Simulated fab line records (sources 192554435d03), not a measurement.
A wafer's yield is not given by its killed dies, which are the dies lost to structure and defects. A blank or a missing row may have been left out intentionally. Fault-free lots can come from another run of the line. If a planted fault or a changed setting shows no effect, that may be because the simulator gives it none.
fab line records	flow n5_finfet
record lots=5	wafers=15	last_day=18
route steps=1938 shown PASSIVATION@1927 END@1938
lots untouched by any fault: they come from a run of this same line in which no faults occurred
start_h: the number of hours between the record's first day and the start of the first shown wafer of the lot	wait_h: how many hours have passed since the lot's step before this one	" unchanged from the row above	L1.1+2: several wafers, shown together as one row	- no value, or no start was given	* or withheld: withheld	< > ~ a bound
route shown NAME@n: a module of which the file shows steps, and the number in the route of the first	usual: mean/standard deviation of fault-free wafers	same: alike in all rows	chamber/n: place in a boat	sites: each site's reading	_std_site: standard deviation across them	_edge_site: the outer-site mean with the inner-site mean subtracted	radius_mm: for every site, how far away it sits from the centre of the wafer	mask NAME#n: copy n	behind: the last tool/chamber to shape the wafer	hold: what put the lot on hold/how long, in hours/how the hold closed	device: the n, p or np transistor that did not switch	end of line: the route-end tests of the same wafers	step lacking rows: just its recipe	killed: at the first sort, the dies lost to defects and structure; wafer yield is something else	map: the dies of a wafer, with x for killed, . for not killed, _ for no die there
set.NAME: setting as actually run; set.NAME@STEP: the setting as run at that earlier step	model.NAME: the simulator's own value behind a step, which no gauge read
lots at selected steps of the route; one table per step, one row per wafer
services: a tool's chamber out of use, with start hour (start_h, from the record's first day; less than 0 if before it), hours out, and reason
## steps
# step N5_PASSIVATION_INSPECT_67
# recipe mode=adi	inspect_instrument=macro
# usual raw_defect_count=2.1/1.4
lot.wafer	tool	chamber	start_h	wait_h	raw_defect_count
L084.1	defect_inspect-01	-	343.52	0.0	5
L084.3	"	-	"	"	0
L084.5	"	-	"	"	0
L089.1	defect_inspect-01	-	395.88	0.0	1
L089.3	"	-	"	"	3
L089.5	"	-	"	"	3
L091.3	defect_inspect-02	-	396.67	0.0	2
L091.5	"	-	"	"	3
L091.6	"	-	"	"	5
L092.2	defect_inspect-02	-	409.85	0.0	3
L092.5	"	-	"	"	2
L092.6	"	-	"	"	4
L096.1	defect_inspect-01	-	427.38	0.0	2
L096.2	"	-	"	"	3
L096.3	"	-	"	"	4
# step N5_PASSIVATION_DESCUM_46
# recipe chemistry=O2	time_s=7.9	source_power_w=50	bias_power_w=20	pressure_mtorr=20	rf_frequency_hz=2.712e+07	temp_c=40	o2_flow_sccm=225
# usual bias_power_w=20.00/0.057	drypump_motor_current_A=5.7/0.44	o2_flow_sccm=224.8/0.68	oes_product_au=0.85/0.07	rf_vpp_V=243.6/1.2	showerhead_plenum_p_Torr=2.12/0.057	temp_c=39.98/0.12	throttle_valve_pct=20.33/0.17
lot.wafer	tool	chamber	start_h	wait_h	bias_power_w	drypump_motor_current_A	o2_flow_sccm	oes_product_au	rf_hours_counter_h	rf_vpp_V	showerhead_plenum_p_Torr	temp_c	throttle_valve_pct
L084.1	rie_diel-06	0	343.84	0.3	19.96	5.4	223.8	0.98	8	247.2	2.23	40.11	20.24
L084.3	"	1	"	"	20.11	6.5	225.0	0.86	55	243.4	2.13	39.78	20.09
L084.5	"	1	"	"	20.12	6.5	225.4	0.87	-	243.1	2.12	39.82	20.08
L089.1	rie_diel-06	3	395.91	0.0	20.02	5.7	224.5	0.80	94	243.0	2.09	39.92	20.11
L089.3	"	1	"	"	19.85	6.5	225.2	0.84	73	242.9	2.12	39.80	20.12
L089.5	"	3	"	"	19.94	5.7	224.9	0.80	-	242.9	2.09	39.95	20.12
L091.3	rie_diel-06	0	396.85	0.2	19.92	5.3	227.2	0.93	26	245.8	2.23	40.04	20.26
L091.5	"	1	"	"	19.89	6.5	225.2	0.85	-	243.9	2.12	39.85	20.11
L091.6	"	0	"	"	19.98	5.4	225.2	0.94	-	245.1	2.23	39.90	20.26
L092.2	rie_diel-04	3	409.88	0.0	20.05	5.3	223.9	0.87	50	243.8	2.04	40.04	20.48
L092.5	"	0	"	"	20.04	5.3	225.2	0.81	-	243.4	2.13	39.94	20.48
L092.6	"	3	"	"	20.06	5.3	224.4	0.86	-	242.3	2.04	39.75	20.48
L096.1	rie_diel-05	3	427.41	0.0	19.90	6.1	224.9	0.91	39	243.0	2.03	40.22	20.16
L096.2	"	0	"	"	20.15	5.4	225.4	0.79	101	242.1	2.03	40.08	20.55
L096.3	"	1	"	"	19.98	6.1	224.6	0.78	125	242.6	2.11	40.14	20.31
# step N5_PASSIVATION_PASS_ETCH_47
# recipe chemistry=CF4/O2	target=SiNx	target_depth_a=7700	time_s=385	ion_energy_ev=100	pressure_mtorr=40	source_w=535	bias_w=49	Ar_flow_sccm=100	cf4_flow_sccm=100	O2_flow_sccm=10
# usual drypump_motor_current_A=5.7/0.44	oes_product_au=0.84/0.066	rf_vpp_V=242/10	showerhead_plenum_p_Torr=2.24/0.058	throttle_valve_pct=15.77/0.15
lot.wafer	tool	chamber	start_h	wait_h	drypump_motor_current_A	oes_product_au	rf_hours_counter_h	rf_vpp_V	showerhead_plenum_p_Torr	throttle_valve_pct
L084.1	rie_diel-06	0	343.87	0.0	5.3	0.97	8	235	2.36	15.73
L084.3	"	1	"	"	6.5	0.87	55	252	2.25	15.63
L084.5	"	1	"	"	6.5	0.87	-	251	2.26	15.63
L089.1	rie_diel-06	3	395.95	0.0	5.7	0.79	94	237	2.22	15.67
L089.3	"	1	"	"	6.5	0.85	73	250	2.25	15.67
L089.5	"	3	"	"	5.7	0.79	-	236	2.22	15.67
L091.3	rie_diel-06	0	396.89	0.0	5.4	0.92	27	234	2.36	15.76
L091.5	"	1	"	"	6.5	0.85	-	250	2.25	15.67
L091.6	"	0	"	"	5.4	0.92	-	236	2.36	15.74
L092.2	rie_diel-04	3	409.92	0.0	5.3	0.85	50	220	2.16	15.88
L092.5	"	0	"	"	5.3	0.83	-	252	2.23	15.87
L092.6	"	3	"	"	5.3	0.86	-	220	2.16	15.90
L096.1	rie_diel-05	3	427.45	0.0	6.1	0.90	39	242	2.15	15.71
L096.2	"	0	"	"	5.3	0.78	101	246	2.13	15.84
L096.3	"	1	"	"	6.1	0.77	125	241	2.22	15.70
# step N5_PASSIVATION_ETCH_54
# recipe chemistry=CHF3/O2	target=SiO2	target_depth_a=8800	CHF3_flow_sccm=50	O2_flow_sccm=5	Ar_flow_sccm=200	time_s=440	mask_material=PR	pressure_mtorr=30	source_w=650	bias_w=170	ion_energy_ev=200
# usual drypump_motor_current_A=5.7/0.44	oes_product_au=0.84/0.066	rf_vpp_V=526/22	showerhead_plenum_p_Torr=2.44/0.068	throttle_valve_pct=18.68/0.17
lot.wafer	tool	chamber	start_h	wait_h	drypump_motor_current_A	oes_product_au	rf_hours_counter_h	rf_vpp_V	showerhead_plenum_p_Torr	throttle_valve_pct
L084.1	rie_diel-06	0	344.10	0.1	5.4	0.98	8	510	2.60	18.80
L084.3	"	1	"	"	6.5	0.87	55	546	2.46	18.53
L084.5	"	1	"	"	6.5	0.86	-	545	2.45	18.52
L089.1	rie_diel-06	3	396.18	0.1	5.7	0.79	94	511	2.41	18.48
L089.3	"	1	"	"	6.5	0.85	73	545	2.45	18.54
L089.5	"	3	"	"	5.7	0.80	-	512	2.41	18.49
L091.3	rie_diel-06	0	397.11	0.1	5.4	0.93	27	512	2.60	18.80
L091.5	"	1	"	"	6.5	0.85	-	544	2.45	18.53
L091.6	"	0	"	"	5.3	0.92	-	510	2.59	18.81
L092.2	rie_diel-04	3	410.15	0.1	5.3	0.84	50	481	2.35	18.82
L092.5	"	0	"	"	5.3	0.83	-	548	2.45	18.86
L092.6	"	3	"	"	5.4	0.84	-	479	2.35	18.81
L096.1	rie_diel-05	3	427.68	0.1	6.1	0.90	39	524	2.35	18.63
L096.2	"	0	"	"	5.4	0.80	101	535	2.34	18.84
L096.3	"	1	"	"	6.1	0.77	126	524	2.42	18.63
# step N5_PASSIVATION_STRIP_48
# recipe chemistry=O2	power_w=600	temp_c=60	pressure_mtorr=30	rf_frequency_hz=6e+07	bias_power_w=0	overash_fraction=0.5	o2_flow_sccm=225
# usual drypump_motor_current_A=5.7/0.44	o2_flow_sccm=225.1/0.72	oes_product_au=0.85/0.073	rf_vpp_V=3.6/2.5	showerhead_plenum_p_Torr=2.13/0.057	temp_c=60.00/0.13	throttle_valve_pct=16.55/0.17
# same bias_power_w=0
lot.wafer	tool	chamber	start_h	wait_h	drypump_motor_current_A	o2_flow_sccm	oes_product_au	rf_hours_counter_h	rf_vpp_V	showerhead_plenum_p_Torr	temp_c	throttle_valve_pct
L084.1	rie_diel-06	0	344.39	0.1	5.4	224.1	0.99	9	5.5	2.24	59.86	16.45
L084.3	"	1	"	"	6.5	225.9	0.88	55	5.2	2.13	59.82	16.28
L084.5	"	1	"	"	6.5	225.7	0.90	-	5.3	2.13	59.88	16.33
L089.1	rie_diel-06	3	396.46	0.1	5.7	225.1	0.79	94	3.3	2.10	60.04	16.44
L089.3	"	1	"	"	6.5	225.3	0.81	73	3.3	2.12	59.93	16.42
L089.5	"	3	"	"	5.6	224.3	0.79	-	1.7	2.10	59.95	16.32
L091.3	rie_diel-06	0	397.40	0.1	5.3	223.9	0.92	27	4.5	2.23	60.10	16.46
L091.5	"	1	"	"	6.5	224.8	0.83	-	0.2	2.12	60.07	16.39
L091.6	"	0	"	"	5.4	225.7	0.91	-	6.0	2.23	60.03	16.37
L092.2	rie_diel-04	3	410.44	0.1	5.3	224.5	0.84	50	6.8	2.04	59.85	16.72
L092.5	"	0	"	"	5.3	225.1	0.81	-	0.7	2.14	59.84	16.74
L092.6	"	3	"	"	5.3	225.8	0.86	-	1.1	2.04	59.97	16.58
L096.1	rie_diel-05	3	427.96	0.1	6.1	224.6	0.89	39	1.7	2.03	60.05	16.45
L096.2	"	0	"	"	5.4	224.5	0.82	101	4.3	2.04	60.13	16.75
L096.3	"	1	"	"	6.1	226.1	0.80	126	0.4	2.12	59.75	16.45
# step N5_PASSIVATION_STRIP_52
# recipe chemistry=post_etch_residue_remover	time_s=1200	temp_c=72.5
# usual bath_guard_temp_C=72.4/0.42	temp_c=72.50/0.12
lot.wafer	tool	chamber	start_h	wait_h	bath_guard_temp_C	temp_c
L084.1	wet_bench-05	5	344.46	-	72.2	72.36
L084.3	"	4	"	"	72.6	72.45
L084.5	"	2	"	"	71.7	72.66
L089.1	wet_bench-05	2	396.53	-	71.6	72.61
L089.3	"	4	"	"	72.0	72.50
L089.5	"	7	"	"	72.5	72.42
L091.3	wet_bench-04	5	397.47	-	72.6	72.44
L091.5	"	6	"	"	73.1	72.68
L091.6	"	0	"	"	72.5	72.43
L092.2	wet_bench-04	4	410.50	-	72.7	72.67
L092.5	"	5	"	"	72.3	72.65
L092.6	"	3	"	"	72.2	72.59
L096.1	wet_bench-05	2	428.03	-	71.8	72.50
L096.2	"	5	"	"	72.2	72.52
L096.3	"	1	"	"	72.1	72.46
# step N5_PASSIVATION_CLEAN_71
# recipe chemistry=IPA	time_s=180	temp_c=25
# usual temp_c=24.99/0.11
lot.wafer	tool	chamber	start_h	wait_h	temp_c
L084.1	wet_bench-05	5	344.82	0.0	24.94
L084.3	"	4	"	"	24.87
L084.5	"	2	"	"	25.12
L089.1	wet_bench-05	2	396.86	0.0	24.86
L089.3	"	4	"	"	24.99
L089.5	"	7	"	"	25.21
L091.3	wet_bench-04	5	397.83	0.0	24.91
L091.5	"	6	"	"	24.87
L091.6	"	0	"	"	25.04
L092.2	wet_bench-04	4	410.84	0.0	24.81
L092.5	"	5	"	"	24.96
L092.6	"	3	"	"	25.06
L096.1	wet_bench-05	2	428.36	0.0	24.87
L096.2	"	5	"	"	24.79
L096.3	"	1	"	"	25.21
# step N5_PASSIVATION_SRD_72
# recipe dry=ipa_marangoni	time_s=30	temp_c=23	rinse_liquid=diw
# usual temp_c=22.98/0.11
lot.wafer	tool	chamber	start_h	wait_h	temp_c
L084.1	wet_bench-05	5	344.88	0.0	22.92
L084.3	"	4	"	"	22.95
L084.5	"	2	"	"	23.17
L089.1	wet_bench-05	2	396.92	0.0	22.97
L089.3	"	4	"	"	22.85
L089.5	"	7	"	"	23.04
L091.3	wet_bench-04	5	397.89	0.0	22.97
L091.5	"	6	"	"	23.05
L091.6	"	0	"	"	22.90
L092.2	wet_bench-04	4	410.89	0.0	22.88
L092.5	"	5	"	"	23.01
L092.6	"	3	"	"	22.89
L096.1	wet_bench-05	2	428.42	0.0	22.98
L096.2	"	5	"	"	22.91
L096.3	"	1	"	"	22.95
# step N5_PASSIVATION_ANNEAL_56
# recipe temp_c=400	time_s=1800	ambient=FGA	idle_temp_c=300	ramp_up_c_per_min=5	ramp_down_c_per_min=3
# usual spike_tc_centre_C=399.7/0.92
lot.wafer	tool	chamber	start_h	wait_h	spike_tc_centre_C
L084.1	furnace-02	0	344.92	0.0	399.9
L084.3	"	0	"	"	400.8
L084.5	"	0	"	"	401.3
L089.1	furnace-02	0	396.96	0.0	397.9
L089.3	"	0	"	"	400.5
L089.5	"	0	"	"	399.8
L091.3	furnace-03	0	397.94	0.0	399.7
L091.5	"	0	"	"	400.4
L091.6	"	0	"	"	399.8
L092.2	furnace-03	0	410.93	0.0	399.7
L092.5	"	0	"	"	399.7
L092.6	"	0	"	"	398.9
L096.1	furnace-02	0	428.46	0.0	397.6
L096.2	"	0	"	"	399.8
L096.3	"	0	"	"	401.4
# step N5_PASSIVATION_INSPECT_57
# recipe inspect_instrument=macro	mode=outgoing
# usual raw_defect_count=2.0/1.3
lot.wafer	tool	chamber	start_h	wait_h	raw_defect_count
L084.1	defect_inspect-01	-	347.27	0.0	2
L084.3	"	-	"	"	1
L084.5	"	-	"	"	1
L089.1	defect_inspect-01	-	399.31	0.0	2
L089.3	"	-	"	"	4
L089.5	"	-	"	"	1
L091.3	defect_inspect-01	-	400.30	0.0	2
L091.5	"	-	"	"	4
L091.6	"	-	"	"	1
L092.2	defect_inspect-01	-	413.29	0.0	1
L092.5	"	-	"	"	1
L092.6	"	-	"	"	1
L096.1	defect_inspect-02	-	430.83	0.0	0
L096.2	"	-	"	"	3
L096.3	"	-	"	"	2
## services
tool	chamber	start_h	hours	kind
wet_bench-05	-	345.41	2.0	repair
rie_diel-05	0	414.10	5.3	repair
## key
baseline_loss step=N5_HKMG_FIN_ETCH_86	wafers=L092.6
fault none
# baseline_loss: these wafers lose ten dies or more at that step, a loss of the line's own and not of a fault; the sort's usual values leave them out
